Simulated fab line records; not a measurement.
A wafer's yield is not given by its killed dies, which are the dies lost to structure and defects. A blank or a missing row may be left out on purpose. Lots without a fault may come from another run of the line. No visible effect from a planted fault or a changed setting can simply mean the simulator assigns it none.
Comparing a struck lot with a sound one ; flow nand_harc ; 12 steps out of a route of 1302
Sound: the wafers L483.1, L483.2, L483.3. Struck: wafer L499.1. The cause comes at the end.
Per side, at each step with rows, come the tool, then ch with its chambers, and then its first start. Under that, the readings that differ: sound wafers ; struck wafers ; difference of the means ; sigmas: that difference in standard deviations of wafers without a fault.
alike: words and numbers the same on both sides, and readings whose means are apart by under 2 such deviations; not compared: readings that were withheld, readings missing a value for some wafer, numbers with overlapping values and no deviation given by the record, and bounds like >300 which may hide the same value.
The two part at a step that has a row with sigmas, a row that says differs or no value, or rows on one side only. Non-overlapping numbers with no deviation appear without sigmas and do not part them. Lack of a reading on every wafer of one side parts them only where that side has two or more wafers.

NHARC_A_CHANNEL_FILL_D1_ALD_25: deposits SiOx, target thk 60 nm, pulse time 10 s, ald cycles 600.
  sound on ald_hk-02 ch 0,1,3, day 11 07:16; struck on ald_hk-04 ch 2, day 18 04:36
  alike: heater_power_w, precursor_pulse_height_rel
NHARC_A_CHANNEL_FILL_D1_ETCHBACK_08: etches the open film in C4F8, target depth 220 nm, time 110 s.
  sound: rie_diel-09 ch 1,2,3; struck: rie_diel-09 ch 2
reading;sound;struck;difference;sigmas
rf_hours_counter_h (h);7.4 6.8 7.1;5.8;-1.3;
  alike: oes_product_au, rf_vpp_V, run_length_s
NHARC_A_CHANNEL_FILL_D1_STRIP_29: strips in O2, time 20 s.
  sound: rie_diel-09 ch 1,2,3; struck: rie_diel-09 ch 1
reading;sound;struck;difference;sigmas
rf_hours_counter_h (h);7.1 7.4 6.9;6.5;-0.6;
  alike: drypump_motor_current_A, o2_flow_sccm, oes_product_au, rf_vpp_V, showerhead_plenum_p_Torr, throttle_valve_pct
then, 3 steps without rows for these wafers: NHARC_A_CHANNEL_FILL_D1_PRECLEAN_30 (cleans in dHF, time 30 s); NHARC_A_CHANNEL_FILL_D1_SRD_31; NHARC_A_CHANNEL_FILL_D1_CVD_09 (deposits poly-Si, target thk 150 nm, time 3000 s).
NHARC_A_CHANNEL_FILL_D1_CMP_10: polishes, target thk 150 nm.
  sound on cmp-02 ch 1,2,3, day 11 18:34; struck on cmp-04 ch 1, day 18 14:00
  alike: motor_current_A, slurry_filter_dp_kPa, time_to_endpoint_s
next, for these wafers, 1 step has no rows: NHARC_A_CHANNEL_FILL_D1_SRD_12.
NHARC_A_CHANNEL_FILL_D1_INSPECT_13:
  struck on defect_inspect-02, day 18 14:25; sound on defect_inspect-01, day 11 18:57
reading;sound;struck;difference;sigmas
raw_defect_count;170 146 169;559;+397;+3
NHARC_A_DECK1_JOINT_ETCHBACK_07: etches the open film in HBr, target depth 105 nm, time 26.9 s.
  sound on rie_si-02 ch 0,1,3, day 11 19:01; struck on rie_si-01 ch 1, day 18 14:28
reading;sound;struck;difference;sigmas
rf_hours_counter_h (h);1.1 1.1 1.0;0.2;-0.9;
run_length_s (s);47.9 48.3 48.5;46.7;-1.5;-4
  alike: drypump_motor_current_A, oes_product_au, throttle_valve_pct
  not compared: bias_w
then, 1 step without rows for these wafers: NHARC_A_DECK1_JOINT_ETCH_25 (etches SiO2 in dHF, target depth 0.5 nm).
NHARC_END_SORT_01:
  the record has rows for the sound wafers here (prober-02 ch 0, day 25 18:05) and none for the struck ones

WHERE THEY PART
Last at NHARC_END_SORT_01 as far as this record goes, first at NHARC_A_CHANNEL_FILL_D1_INSPECT_13.

WHY: what the simulator had put in
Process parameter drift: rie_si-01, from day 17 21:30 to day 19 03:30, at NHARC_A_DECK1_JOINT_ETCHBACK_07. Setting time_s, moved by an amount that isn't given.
